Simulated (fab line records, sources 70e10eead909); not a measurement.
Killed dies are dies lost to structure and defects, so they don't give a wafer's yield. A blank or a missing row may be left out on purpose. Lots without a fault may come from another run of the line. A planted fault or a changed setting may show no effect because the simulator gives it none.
fab line records | flow nand_harc | part 1 of 2: steps 1 to 24 of 39
record lots=5 wafers=15 last_day=24
route steps=1159 shown A_M1@1030 A_BONDPAD@1059
lots that met no fault: from a run of the same line without faults
start_h: hours from the record's first day to the start of the lot's first wafer shown | wait_h: hours since the lot's step before | " the same as in the row above | L1.1+2: a row that stands for several wafers | - no value, or no start given | * or withheld: withheld | < > ~ a bound
route shown NAME@n: a module of which the file shows steps, and the number in the route of the first | usual: mean/standard deviation of fault-free wafers | same: alike in all rows | chamber/n: place in a boat | sites: the reading at each site | _std_site: their standard deviation | _edge_site: outer sites' mean less inner sites' | radius_mm: how far each site lies from the wafer's centre | mask NAME#n: copy n | behind: the tool/chamber that last shaped the wafer | hold: why the lot was held/for how many hours/how that ended | device: the transistor (n, p or np) that didn't switch | end of line: the same wafers' tests at the end of the route | a step without rows: its recipe alone | killed: dies lost to structure and defects at the first sort, not the wafer's yield | map: a wafer's dies, x killed, . not, _ none there
set.NAME: the setting as run; set.NAME@STEP: as run at that earlier step | model.NAME: the simulator's own value behind a step, which no gauge read
lots at some steps of the route; a table a step, a row a wafer
services: from which hour (start_h, from the record's first day; less than 0 if before it) a tool's chamber was out of use, for how many hours, and why
## steps
# step NHARC_A_M1_COAT_03
# recipe spin_rpm=1500 resist_thk_nm=90
# columns lot.wafer tool chamber start_h wait_h
L074.1+3+4 litho_track-06 0 - -
L080.3+4+6 litho_track-06 0 - -
L089.3+4+6 litho_track-01 0 - -
L092.3+5+6 litho_track-01 0 - -
L096.1+3+5 litho_track-01 0 - -
# step NHARC_A_M1_SOFTBAKE_04
# recipe temp_c=105 time_s=55
# columns lot.wafer tool chamber start_h wait_h
L074.1+3+4 litho_track-06 0 - -
L080.3+4+6 litho_track-06 0 - -
L089.3+4+6 litho_track-01 0 - -
L092.3+5+6 litho_track-01 0 - -
L096.1+3+5 litho_track-01 0 - -
# step NHARC_A_M1_EBR_05
# columns lot.wafer tool chamber start_h wait_h
L074.1+3+4 litho_track-06 0 - -
L080.3+4+6 litho_track-06 0 - -
L089.3+4+6 litho_track-01 0 - -
L092.3+5+6 litho_track-01 0 - -
L096.1+3+5 litho_track-01 0 - -
# step NHARC_A_M1_EXPOSE_06
# recipe na=1.35 target_cd_nm=120 dose_mj=75.13 mask_id=A_M1
# columns lot.wafer tool chamber start_h wait_h mask
L074.1+3+4 arfi_scanner-01 0 404.46 - A_M1#0
L080.3+4+6 arfi_scanner-02 0 442.66 - A_M1#0
L089.3+4+6 arfi_scanner-02 0 492.28 - A_M1#0
L092.3+5+6 arfi_scanner-03 0 511.76 - A_M1#0
L096.1+3+5 arfi_scanner-01 0 534.34 - A_M1#0
# step NHARC_A_M1_PEB_07
# recipe peb_temp_c=100 peb_time_s=65
# columns lot.wafer tool chamber start_h wait_h
L074.1+3+4 litho_track-04 0 404.52 0.1
L080.3+4+6 litho_track-04 0 442.72 0.1
L089.3+4+6 litho_track-01 0 492.34 0.0
L092.3+5+6 litho_track-06 0 511.81 0.0
L096.1+3+5 litho_track-06 0 534.40 0.1
# step NHARC_A_M1_DEVELOP_08
# recipe develop_time_s=35 dev_temp_c=23
# columns lot.wafer tool chamber start_h wait_h
L074.1+3+4 litho_track-04 0 - -
L080.3+4+6 litho_track-04 0 - -
L089.3+4+6 litho_track-01 0 - -
L092.3+5+6 litho_track-06 0 - -
L096.1+3+5 litho_track-06 0 - -
# step NHARC_A_M1_CD_MEAS_09
# recipe target_cd_nm=120 landing_energy_ev=500
# usual cd_nm=119.8/0.47
# same landing_energy_ev=500
# columns lot.wafer tool chamber start_h wait_h cd_nm
L074.1 cd_sem-02 0 404.60 - 120.0
L074.3 " 0 " " 119.4
L074.4 " 0 " " 120.0
L080.3 cd_sem-01 0 442.81 - 119.5
L080.4 " 0 " " 119.8
L080.6 " 0 " " 119.5
L089.3 cd_sem-01 0 492.42 - 118.9
L089.4 " 0 " " 119.3
L089.6 " 0 " " 119.6
L092.3 cd_sem-01 0 511.90 - 119.8
L092.5 " 0 " " 120.5
L092.6 " 0 " " 119.9
L096.1 cd_sem-03 0 534.48 - 120.7
L096.3 " 0 " " 119.8
L096.5 " 0 " " 119.4
# step NHARC_A_M1_OVL_MEAS_10
# recipe pitch_nm=240
# usual overlay_x_nm=0.2/0.92 overlay_y_nm=0.1/0.83
# columns lot.wafer tool chamber start_h wait_h overlay_x_nm overlay_y_nm
L074.1 overlay-01 - 404.68 - -0.3 -1.1
L074.3 " - " " 0.4 -0.6
L074.4 " - " " 0.0 -0.8
L080.3 overlay-02 - 442.89 - 0.6 1.4
L080.4 " - " " 0.1 1.0
L080.6 " - " " 0.2 1.0
L089.3 overlay-01 - 492.52 - 0.9 0.2
L089.4 " - " " 1.8 0.5
L089.6 " - " " 1.0 1.0
L092.3 overlay-01 - 511.98 - 0.1 -1.6
L092.5 " - " " -0.1 -1.4
L092.6 " - " " -0.2 -1.0
L096.1 overlay-02 - 534.56 - 0.3 -0.4
L096.3 " - " " -0.1 -0.1
L096.5 " - " " 0.2 -0.7
# step NHARC_A_M1_INSPECT_11
# usual raw_defect_count=30/11
# columns lot.wafer tool chamber start_h wait_h raw_defect_count
L074.1 defect_inspect-01 - 404.72 0.0 26
L074.3 " - " " 36
L074.4 " - " " 25
L080.3 defect_inspect-01 - 442.93 0.0 24
L080.4 " - " " 29
L080.6 " - " " 35
L089.3 defect_inspect-01 - 492.55 0.0 22
L089.4 " - " " 20
L089.6 " - " " 21
L092.3 defect_inspect-02 - 512.03 0.0 24
L092.5 " - " " 43
L092.6 " - " " 36
L096.1 defect_inspect-01 - 534.60 0.0 33
L096.3 " - " " 21
L096.5 " - " " 22
# step NHARC_A_M1_DESCUM_14
# recipe time_s=3 o2_flow_sccm=200 ar_flow_sccm=0 bias_power_w=0 chemistry=O2
# usual drypump_motor_current_A=5.8/0.44 oes_product_au=1.005/0.0092 rf_vpp_V=57.7/0.94 showerhead_plenum_p_Torr=1.89/0.069 throttle_valve_pct=11.312/0.0087
# columns lot.wafer tool chamber start_h wait_h drypump_motor_current_A oes_product_au rf_hours_counter_h rf_vpp_V showerhead_plenum_p_Torr throttle_valve_pct
L074.1 rie_diel-01 0 404.79 0.1 5.9 1.003 2 57.9 1.90 11.318
L074.3 " 1 " " 5.8 1.006 2 57.5 1.86 11.322
L074.4 " 2 " " 5.7 0.987 2 55.4 1.79 11.318
L080.3 rie_diel-06 2 442.99 0.1 5.8 1.017 1 58.7 1.85 11.302
L080.6 " 2 " " 5.8 1.012 - 59.2 1.85 11.304
L080.4 " 0 " " 5.0 1.001 - 57.8 1.85 11.310
L089.3 rie_diel-06 3 492.61 0.1 5.9 1.019 5 58.8 1.98 11.308
L089.4 " 1 " " 5.2 1.017 6 57.9 1.77 11.311
L089.6 " 0 " " 4.9 0.993 - 57.1 1.85 11.305
L092.3 rie_diel-06 1 512.08 0.1 5.2 1.014 8 56.7 1.77 11.295
L092.6 " 1 " " 5.2 1.012 - 58.2 1.77 11.309
L092.5 " 2 " " 5.8 1.002 - 57.1 1.85 11.317
L096.3 rie_diel-06 2 534.67 0.1 5.8 0.991 9 57.7 1.85 11.309
L096.1 " 0 " " 5.0 0.976 8 57.5 1.85 11.315
L096.5 " 1 " " 5.2 1.002 - 57.6 1.77 11.327
# step NHARC_A_M1_ETCH_35
# recipe target_depth_a=400 overetch_a=120 time_s=43.94 ion_energy_ev=200 n2_flow_sccm=150 h2_flow_sccm=150 ar_flow_sccm=0 rf_w=400 bias_w=150 chemistry=N2/H2
# usual drypump_motor_current_A=5.8/0.44 oes_product_au=1.004/0.0093 rf_vpp_V=429.7/2.3 showerhead_plenum_p_Torr=2.01/0.077 throttle_valve_pct=14.170/0.0088
# columns lot.wafer tool chamber start_h wait_h drypump_motor_current_A oes_product_au rf_hours_counter_h rf_vpp_V showerhead_plenum_p_Torr throttle_valve_pct
L074.1 rie_diel-01 1 404.87 0.1 5.8 1.005 2 427.9 1.99 14.170
L074.4 " 2 " " 5.7 0.986 2 427.4 1.90 14.165
L074.3 " 0 " " 5.9 1.003 2 428.6 2.02 14.165
L080.3 rie_diel-06 1 443.09 0.1 5.2 1.004 1 424.9 1.89 14.168
L080.6 " 1 " " 5.2 1.001 - 426.2 1.89 14.174
L080.4 " 2 " " 5.8 0.997 - 429.4 1.97 14.185
L089.3 rie_diel-06 1 492.70 0.1 5.2 1.014 6 425.7 1.89 14.165
L089.4 " 3 " " 6.0 1.003 5 432.2 2.11 14.161
L089.6 " 1 " " 5.2 1.019 - 425.8 1.89 14.172
L092.3 rie_diel-06 0 512.19 0.1 5.0 0.993 7 428.1 1.97 14.176
L092.6 " 1 " " 5.2 1.011 - 425.3 1.89 14.171
L092.5 " 2 " " 5.8 1.014 - 428.7 1.97 14.175
L096.3 rie_diel-06 1 534.75 0.1 5.2 1.028 9 427.3 1.89 14.174
L096.1 " 0 " " 5.0 0.979 8 428.2 1.96 14.167
L096.5 " 1 " " 5.2 1.015 - 426.5 1.89 14.182
# step NHARC_A_M1_ETCH_15
# recipe target_depth_a=1825 time_s=91.2 c4f8_flow_sccm=withheld ar_flow_sccm=400 rf_w=600 bias_w=300 chemistry=C4F8/Ar
# usual oes_product_au=0.959/0.021 rf_vpp_V=440.1/2.2
# columns lot.wafer tool chamber start_h wait_h oes_product_au rf_hours_counter_h rf_vpp_V
L074.1 rie_diel-01 1 - - 0.993 2 438.3
L074.4 " 3 " " 0.957 2 440.3
L074.3 " 0 " " 0.960 2 439.3
L080.3 rie_diel-06 2 - - 0.962 1 438.5
L080.6 " 0 " " 0.947 - 439.3
L080.4 " 1 " " 0.964 - 436.0
L089.4 rie_diel-06 3 - - 0.965 5 443.5
L089.3 " 0 " " 0.948 6 440.0
L089.6 " 3 " " 0.958 - 443.3
L092.3 rie_diel-06 0 - - 0.962 7 439.0
L092.5 " 0 " " 0.962 - 438.8
L092.6 " 1 " " 0.972 - 436.6
L096.1 rie_diel-06 2 - - 0.934 9 439.0
L096.3 " 3 " " 0.932 8 443.6
L096.5 " 0 " " 0.908 - 440.1
# step NHARC_A_M1_CD_MEAS_16
# usual cd_nm=119.7/0.62
# columns lot.wafer tool chamber start_h wait_h cd_nm
L074.1 cd_sem-03 - 405.09 - 120.1
L074.3 " - " " 119.4
L074.4 " - " " 119.4
L080.3 cd_sem-01 - 443.34 - 119.7
L080.4 " - " " 119.4
L080.6 " - " " 119.4
L089.3 cd_sem-01 - 492.92 - 119.0
L089.4 " - " " 118.6
L089.6 " - " " 119.4
L092.3 cd_sem-03 - 512.39 - 119.1
L092.5 " - " " 120.8
L092.6 " - " " 120.2
L096.1 cd_sem-03 - 534.96 - 119.8
L096.3 " - " " 119.6
L096.5 " - " " 119.2
# step NHARC_A_M1_STRIP_18
# recipe power_w=1000 n2_flow_sccm=150 h2_flow_sccm=150 ar_flow_sccm=0 bias_w=0 chemistry=N2/H2
# usual drypump_motor_current_A=6.0/0.35 oes_product_au=1.006/0.0089 rf_vpp_V=90.6/0.84 showerhead_plenum_p_Torr=2.02/0.069 throttle_valve_pct=14.171/0.0094
# columns lot.wafer tool chamber start_h wait_h drypump_motor_current_A oes_product_au rf_hours_counter_h rf_vpp_V showerhead_plenum_p_Torr throttle_valve_pct
L074.3 rie_diel-06 3 405.19 0.1 5.9 1.009 13 89.3 2.11 14.165
L074.1 " 0 " " 5.0 0.999 13 89.9 1.97 14.175
L074.4 " 1 " " 5.2 1.012 15 90.6 1.89 14.175
L080.4 rie_diel-11 2 443.41 0.1 6.2 1.016 4 92.0 2.12 14.171
L080.3 " 1 " " 6.1 1.004 4 91.1 2.11 14.175
L080.6 " 2 " " 6.2 1.008 - 90.3 2.12 14.180
L089.3 rie_diel-11 0 492.99 0.1 6.3 0.985 8 91.1 2.03 14.159
L089.4 " 3 " " 5.6 0.996 7 90.3 2.03 14.180
L089.6 " 0 " " 6.3 0.998 - 91.6 2.03 14.160
L092.3 rie_diel-01 0 512.47 0.1 5.9 1.015 0 90.7 2.02 14.173
L092.5 " 0 " " 5.9 1.008 - 90.7 2.02 14.190
L092.6 " 1 " " 5.8 1.003 - 90.5 1.99 14.177
L096.1 rie_diel-11 1 535.06 0.1 6.1 1.019 11 92.3 2.11 14.158
L096.3 " 2 " " 6.2 1.019 10 91.4 2.12 14.176
L096.5 " 1 " " 6.1 1.015 - 91.3 2.11 14.158
# step NHARC_A_M1_ETCH_28
# recipe target_depth_a=300 over_etch_frac=0.3 time_s=72.99 ion_energy_ev=150 cf4_flow_sccm=50 n2_flow_sccm=100 ar_flow_sccm=150 rf_w=300 bias_w=100 chemistry=CF4/N2
# usual drypump_motor_current_A=6.0/0.35 oes_product_au=1.004/0.009 rf_vpp_V=314.0/1.7 showerhead_plenum_p_Torr=2.61/0.081 throttle_valve_pct=19.795/0.0094
# same over_etch_frac=0.3
# columns lot.wafer tool chamber start_h wait_h drypump_motor_current_A oes_product_au rf_hours_counter_h rf_vpp_V showerhead_plenum_p_Torr throttle_valve_pct
L074.4 rie_diel-06 1 - - 5.2 1.002 15 311.7 2.45 19.781
L074.3 " 2 " " 5.8 1.001 7 312.1 2.55 19.809
L074.1 " 0 " " 5.0 1.006 13 311.6 2.54 19.788
L080.4 rie_diel-11 3 - - 5.6 1.007 4 314.7 2.62 19.785
L080.3 " 1 " " 6.1 1.003 4 315.9 2.71 19.803
L080.6 " 2 " " 6.3 1.013 - 316.0 2.72 19.810
L089.4 rie_diel-11 3 - - 5.6 1.013 7 314.0 2.62 19.785
L089.3 " 0 " " 6.3 1.004 8 314.5 2.62 19.795
L089.6 " 0 " " 6.3 1.013 - 312.6 2.62 19.797
L092.3 rie_diel-01 0 - - 5.9 1.017 0 315.0 2.60 19.798
L092.6 " 3 " " 6.5 1.008 - 314.4 2.57 19.797
L092.5 " 0 " " 5.9 1.015 - 313.8 2.60 19.806
L096.3 rie_diel-11 0 - - 6.3 1.006 11 315.0 2.62 19.812
L096.1 " 1 " " 6.1 1.014 11 315.8 2.71 19.794
L096.5 " 3 " " 5.6 1.015 - 314.0 2.62 19.810
# step NHARC_A_M1_STRIP_19
# recipe time_s=600 temp_c=30 chemistry=post_etch_residue_remover
# usual bath_heat_duty_pct=12.8/1.5
# columns lot.wafer tool chamber start_h wait_h bath_heat_duty_pct
L074.4 wet_bench-08 2 405.55 - 14.1
L074.1 " 3 " " 15.2
L074.3 " 4 " " 12.7
L080.6 wet_bench-08 4 443.80 - 12.8
L080.4 " 5 " " 10.9
L080.3 " 6 " " 11.9
L089.4 wet_bench-08 6 493.37 - 12.1
L089.3 " 1 " " 12.3
L089.6 " 2 " " 16.2
L092.3 wet_bench-10 4 512.84 - 11.4
L092.5 " 6 " " 11.9
L092.6 " 7 " " 12.2
L096.1 wet_bench-10 4 535.42 - 11.9
L096.3 " 6 " " 10.5
L096.5 " 7 " " 12.3
# step NHARC_A_M1_DEGAS_29
# recipe temp_c=250 time_s=60
# usual heater_power_w=347/40
# columns lot.wafer tool chamber start_h wait_h heater_power_w
L074.3 pvd_sputter-02 - 405.80 - 333
L074.1 " - " " 380
L074.4 " - " " 386
L080.4 pvd_sputter-02 - 444.06 - 357
L080.3 " - " " 330
L080.6 " - " " 396
L089.3 pvd_sputter-02 - 493.63 - 397
L089.4 " - " " 373
L089.6 " - " " 386
L092.3 pvd_sputter-03 - 513.18 - 378
L092.5 " - " " 344
L092.6 " - " " 410
L096.1 pvd_sputter-03 - 535.68 - 286
L096.3 " - " " 403
L096.5 " - " " 284
# step NHARC_A_M1_PRE_CLEAN_30
# recipe time_s=30 temp_c=280 gas=H2/He
# usual heater_power_w=426/48
# columns lot.wafer tool chamber start_h wait_h heater_power_w
L074.1 pvd_sputter-02 - - - 476
L074.4 " - " " 461
L074.3 " - " " 418
L080.3 pvd_sputter-02 - - - 399
L080.4 " - " " 474
L080.6 " - " " 488
L089.4 pvd_sputter-02 - - - 431
L089.3 " - " " 486
L089.6 " - " " 417
L092.3 pvd_sputter-03 - - - 451
L092.5 " - " " 459
L092.6 " - " " 424
L096.1 pvd_sputter-03 - - - 347
L096.3 " - " " 452
L096.5 " - " " 513
# step NHARC_A_M1_PVD_20
# recipe target_thk_a=50 bias_v=168.6 power_w=15000 chamber_pressure_pa=0.12 time_s=8.06 substrate_temp_c=50 material=TaN
# usual chamber_pressure_pa=0.12003/0.00025 substrate_temp_c=50.00/0.12 throttle_valve_pct=30.2/0.77
# columns lot.wafer tool chamber start_h wait_h chamber_pressure_pa substrate_temp_c throttle_valve_pct
L074.3 pvd_sputter-02 - - - 0.12013 50.17 30.0
L074.4 " - " " 0.11996 50.06 31.4
L074.1 " - " " 0.11981 50.01 29.5
L080.3 pvd_sputter-02 - - - 0.12009 49.89 31.4
L080.4 " - " " 0.12004 49.94 30.4
L080.6 " - " " 0.11999 50.15 31.4
L089.4 pvd_sputter-02 - - - 0.12006 50.04 31.5
L089.3 " - " " 0.11995 50.00 30.1
L089.6 " - " " 0.12 49.97 31.5
L092.3 pvd_sputter-03 - - - 0.11984 50.04 30.5
L092.5 " - " " 0.12006 49.96 29.3
L092.6 " - " " 0.12004 50.03 30.5
L096.3 pvd_sputter-03 - - - 0.12013 49.98 30.8
L096.1 " - " " 0.11979 50.09 29.2
L096.5 " - " " 0.12064 49.96 30.8
# step NHARC_A_M1_PVD_21
# recipe target_thk_a=300 chamber_pressure_pa=5 power_w=5000 substrate_temp_c=30 time_s=20.49 material=Cu
# usual chamber_pressure_pa=5.000/0.011 substrate_temp_c=30.00/0.11 throttle_valve_pct=30.2/0.76
# columns lot.wafer tool chamber start_h wait_h chamber_pressure_pa substrate_temp_c throttle_valve_pct
L074.4 pvd_sputter-02 - - - 4.998 30.03 31.4
L074.3 " - " " 4.982 30.02 31.8
L074.1 " - " " 4.991 29.93 30.1
L080.4 pvd_sputter-02 - - - 4.986 29.74 30.0
L080.3 " - " " 4.990 30.05 31.2
L080.6 " - " " 4.988 29.81 30.2
L089.3 pvd_sputter-02 - - - 5.001 30.06 31.5
L089.4 " - " " 5.011 29.93 30.2
L089.6 " - " " 5.001 30.10 31.5
L092.3 pvd_sputter-03 - - - 4.997 30.13 29.4
L092.6 " - " " 4.996 29.92 30.6
L092.5 " - " " 4.992 30.21 29.2
L096.3 pvd_sputter-03 - - - 4.990 29.95 29.6
L096.1 " - " " 4.991 29.83 30.5
L096.5 " - " " 4.993 29.85 29.5
# step NHARC_A_M1_ECD_22
# recipe target_thk_a=4000 bath_temp_c=25 material=Cu
# usual bath_heat_duty_pct=5.8/0.82
# columns lot.wafer tool chamber start_h wait_h bath_heat_duty_pct
L074.1 ecd_cu-02 0 406.16 - 4.9
L074.3 " 0 " " 5.3
L074.4 " 1 " " 6.8
L080.4 ecd_cu-02 0 444.57 - 4.6
L080.3 " 1 " " 6.5
L080.6 " 0 " " 4.7
L089.4 ecd_cu-01 1 494.14 - 5.9
L089.3 " 0 " " 6.4
L089.6 " 1 " " 5.2
L092.3 ecd_cu-02 0 513.67 - 4.4
L092.5 " 1 " " 5.4
L092.6 " 0 " " 5.0
L096.1 ecd_cu-01 1 536.04 - 6.0
L096.3 " 1 " " 6.1
L096.5 " 1 " " 5.5
# step NHARC_A_M1_ANNEAL_31
# recipe temp_c=225 time_s=90
# usual wafer_temp_C_max=225.78/0.26
# columns lot.wafer tool chamber start_h wait_h wafer_temp_C_max
L074.1 rtp_anneal-02 0 406.54 0.3 225.62
L074.3 " 0 " " 225.83
L074.4 " 0 " " 225.70
L080.3 rtp_anneal-02 0 444.95 - 225.63
L080.4 " 0 " " 226.01
L080.6 " 0 " " 226.07
L089.3 rtp_anneal-02 0 494.53 0.3 225.98
L089.4 " 0 " " 225.99
L089.6 " 0 " " 225.90
L092.3 rtp_anneal-01 0 514.02 0.3 225.60
L092.5 " 0 " " 225.84
L092.6 " 0 " " 225.34
L096.1 rtp_anneal-01 0 536.41 - 225.65
L096.3 " 0 " " 225.48
L096.5 " 0 " " 225.45
# step NHARC_A_M1_CMP_23
# recipe t_overpolish_s=20 target_thk_nm=154.34
# usual motor_current_A=11.7/1.7 retaining_ring_pressure_frac=1.000/0.0049 time_to_endpoint_s=29.2/2.4
# columns lot.wafer tool chamber start_h wait_h motor_current_A retaining_ring_pressure_frac time_to_endpoint_s
L074.4 cmp-03 1 406.89 - 11.2 0.991 27.3
L074.3 " 2 " " 11.9 0.999 27.6
L074.1 " 0 " " 15.2 0.994 31.4
L080.3 cmp-04 0 445.22 - 12.3 1.003 24.6
L080.4 " 2 " " 9.9 1.008 26.9
L080.6 " 3 " " 10.7 0.994 28.2
L089.3 cmp-02 3 494.77 - 11.0 0.999 29.2
L089.4 " 0 " " 10.3 1.009 29.7
L089.6 " 3 " " 10.8 0.998 28.1
L092.3 cmp-02 3 514.26 - 10.7 0.989 25.7
L092.6 " 3 " " 10.8 1.000 25.8
L092.5 " 0 " " 10.6 1.000 28.7
L096.1 cmp-04 2 536.76 - 10.3 1.006 31.9
L096.3 " 1 " " 9.6 1.001 28.1
L096.5 " 2 " " 10.5 1.005 30.3
# step NHARC_A_M1_THK_MEAS_24
# recipe thk_meas_gauge=xrf
# usual thk_nm=154.6/1.5
# columns lot.wafer tool chamber start_h wait_h thk_nm
L074.1 film_metro-01 - 407.20 - 156.5
L074.3 " - " " 154.2
L074.4 " - " " 152.6
L080.3 film_metro-02 - 445.51 - 156.6
L080.4 " - " " 157.8
L080.6 " - " " 156.4
L089.3 film_metro-02 - 495.08 - 154.4
L089.4 " - " " 154.8
L089.6 " - " " 155.0
L092.3 film_metro-01 - 514.58 - 153.7
L092.5 " - " " 154.6
L092.6 " - " " 155.9
L096.1 film_metro-02 - 537.08 - 154.4
L096.3 " - " " 151.8
L096.5 " - " " 154.9
